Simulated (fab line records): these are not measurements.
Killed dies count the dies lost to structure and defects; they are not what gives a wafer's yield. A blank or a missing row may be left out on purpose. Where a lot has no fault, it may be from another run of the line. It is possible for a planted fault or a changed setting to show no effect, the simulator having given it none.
What tool caused it? || flow n5_finfet || Sampling: 12 lots, 36 wafers, 5 of 1938 route steps

== WHAT EACH GAUGE READ, for each wafer ==
N5_BEOL_M8_OVL_MEAS_29.
{"lot": "L075", "measured": "day 10 03:11", "on": "overlay-01", "V7_OVL (nm)": "-1.1 -0.7 -0.2"}
{"lot": "L076", "measured": "day 11 02:42", "on": "overlay-02", "V7_OVL (nm)": "0.3 0.7 0.9"}
{"lot": "L080", "measured": "day 11 11:26", "on": "overlay-01", "V7_OVL (nm)": "0.8 0.1 0.4"}
{"lot": "L077", "measured": "day 11 11:23", "on": "overlay-01", "V7_OVL (nm)": "-1.1 0.6 -0.6"}
{"lot": "L083", "measured": "day 12 02:27", "on": "overlay-01", "V7_OVL (nm)": "-0.3 -1.8 -1.0"}
{"lot": "L084", "measured": "day 12 08:08", "on": "overlay-01", "V7_OVL (nm)": "0.1 0.0 0.0"}
{"lot": "L086", "measured": "day 13 05:22", "on": "overlay-01", "V7_OVL (nm)": "0.1 0.0 -0.7"}
{"lot": "L090", "measured": "day 13 19:59", "on": "overlay-02", "V7_OVL (nm)": "-1.0 0.5 0.2"}
{"lot": "L089", "measured": "day 14 06:39", "on": "overlay-01", "V7_OVL (nm)": "-1.3 0.6 -0.4"}
{"lot": "L093", "measured": "day 14 06:25", "on": "overlay-01", "V7_OVL (nm)": "0.2 0.7 1.1"}
{"lot": "L096", "measured": "day 15 07:41", "on": "overlay-02", "V7_OVL (nm)": "-1.4 -0.9 -0.8"}
{"lot": "L097", "measured": "day 15 13:05", "on": "overlay-02", "V7_OVL (nm)": "-1.7 -1.2 -1.4"}

== TOOL THAT RAN EACH LOT (tool first, then ch and the chambers of the sampled wafers, then the start) ==
{"lot": "L075", "N5_BEOL_M7_ANNEAL_51": "rtp_anneal-02 ch 0, day 9 22:50", "N5_BEOL_M8_PECVD_70": "pecvd-04 ch 0,1, day 10 00:52", "N5_BEOL_M8_DESCUM_16": "rie_diel-06 ch 2,3, day 10 02:22", "N5_BEOL_M8_STRIP_67": "rie_diel-06 ch 2,3, day 10 02:36"}
{"lot": "L076", "N5_BEOL_M7_ANNEAL_51": "rtp_anneal-02 ch 0, day 10 18:13", "N5_BEOL_M8_PECVD_70": "pecvd-04 ch 0,1,2, day 10 19:35", "N5_BEOL_M8_DESCUM_16": "rie_diel-05 ch 1,3, day 10 21:56", "N5_BEOL_M8_STRIP_67": "rie_diel-05 ch 1,3, day 10 22:10"}
{"lot": "L080", "N5_BEOL_M7_ANNEAL_51": "rtp_anneal-01 ch 0, day 11 04:35", "N5_BEOL_M8_PECVD_70": "pecvd-03 ch 0,2, day 11 06:26", "N5_BEOL_M8_DESCUM_16": "rie_diel-06 ch 1,2,3, day 11 08:16", "N5_BEOL_M8_STRIP_67": "rie_diel-06 ch 1,2,3, day 11 08:31"}
{"lot": "L077", "N5_BEOL_M7_ANNEAL_51": "rtp_anneal-01 ch 0, day 11 04:52", "N5_BEOL_M8_PECVD_70": "pecvd-01 ch 1,2, day 11 06:14", "N5_BEOL_M8_DESCUM_16": "rie_diel-05 ch 0,1,3, day 11 08:11", "N5_BEOL_M8_STRIP_67": "rie_diel-05 ch 0,1,3, day 11 08:25"}
{"lot": "L083", "N5_BEOL_M7_ANNEAL_51": "rtp_anneal-01 ch 0, day 11 22:28", "N5_BEOL_M8_PECVD_70": "pecvd-04 ch 0,1,2, day 12 00:16", "N5_BEOL_M8_DESCUM_16": "rie_diel-06 ch 1,2,3, day 12 01:30", "N5_BEOL_M8_STRIP_67": "rie_diel-06 ch 1,2,3, day 12 01:44"}
{"lot": "L084", "N5_BEOL_M7_ANNEAL_51": "rtp_anneal-02 ch 0, day 12 02:59", "N5_BEOL_M8_PECVD_70": "pecvd-04 ch 1,2, day 12 04:31", "N5_BEOL_M8_DESCUM_16": "rie_diel-02 ch 0,1,2, day 12 06:32", "N5_BEOL_M8_STRIP_67": "rie_diel-02 ch 0,1,2, day 12 06:46"}
{"lot": "L086", "N5_BEOL_M7_ANNEAL_51": "rtp_anneal-01 ch 0, day 13 00:29", "N5_BEOL_M8_PECVD_70": "pecvd-01 ch 1,2, day 13 02:19", "N5_BEOL_M8_DESCUM_16": "rie_diel-06 ch 0,1,3, day 13 03:44", "N5_BEOL_M8_STRIP_67": "rie_diel-06 ch 0,1,3, day 13 03:58"}
{"lot": "L090", "N5_BEOL_M7_ANNEAL_51": "rtp_anneal-01 ch 0, day 13 14:05", "N5_BEOL_M8_PECVD_70": "pecvd-03 ch 0,2, day 13 15:25", "N5_BEOL_M8_DESCUM_16": "rie_diel-06 ch 0,2, day 13 17:49", "N5_BEOL_M8_STRIP_67": "rie_diel-06 ch 0,2, day 13 18:04"}
{"lot": "L089", "N5_BEOL_M7_ANNEAL_51": "rtp_anneal-01 ch 0, day 13 23:01", "N5_BEOL_M8_PECVD_70": "pecvd-03 ch 0,1,2, day 14 00:34", "N5_BEOL_M8_DESCUM_16": "rie_diel-06 ch 1,2, day 14 02:47", "N5_BEOL_M8_STRIP_67": "rie_diel-06 ch 1,2, day 14 03:02"}
{"lot": "L093", "N5_BEOL_M7_ANNEAL_51": "rtp_anneal-02 ch 0, day 14 00:20", "N5_BEOL_M8_PECVD_70": "pecvd-01 ch 1,2, day 14 01:46", "N5_BEOL_M8_DESCUM_16": "rie_diel-05 ch 0,1,3, day 14 04:06", "N5_BEOL_M8_STRIP_67": "rie_diel-05 ch 0,1,3, day 14 04:20"}
{"lot": "L096", "N5_BEOL_M7_ANNEAL_51": "rtp_anneal-02 ch 0, day 15 00:35", "N5_BEOL_M8_PECVD_70": "pecvd-03 ch 0,1, day 15 01:59", "N5_BEOL_M8_DESCUM_16": "rie_diel-05 ch 0,1,3, day 15 03:06", "N5_BEOL_M8_STRIP_67": "rie_diel-05 ch 0,1,3, day 15 03:20"}
{"lot": "L097", "N5_BEOL_M7_ANNEAL_51": "rtp_anneal-02 ch 0, day 15 09:04", "N5_BEOL_M8_PECVD_70": "pecvd-01 ch 1,2, day 15 10:28", "N5_BEOL_M8_DESCUM_16": "rie_diel-06 ch 1,2,3, day 15 12:17", "N5_BEOL_M8_STRIP_67": "rie_diel-06 ch 1,2,3, day 15 12:31"}
- N5_BEOL_M7_ANNEAL_51: time 90 s.
- N5_BEOL_M8_PECVD_70: deposits SiO2 from TEOS/O2, target thk 20 nm, time 22.7 s.
- N5_BEOL_M8_DESCUM_16: chemistry O2, time 7.9 s.
- N5_BEOL_M8_STRIP_67: strips in CF4.

== THE ANSWER, worked out from the rows above alone ==
Rule: the lots themselves supply what counts as usual. Put in order of their means at a reading, lots are off if they are a third of the lots or fewer, leave a main group of 4 or more, and stand apart from it by a gap of 3 or more times the standard deviation of the main group's means; of several such gaps the widest counts. Not used: any main group whose means are identical at the precision the tables above print for the reading. A lot without any number at a reading at which 4 lots or more have one is off too. Where the step has rows for the other lots, those lots are counted as sound.
None of the lots is off at any reading shown; this tells nothing.

== WHAT THE SIMULATOR HAD PUT IN ==
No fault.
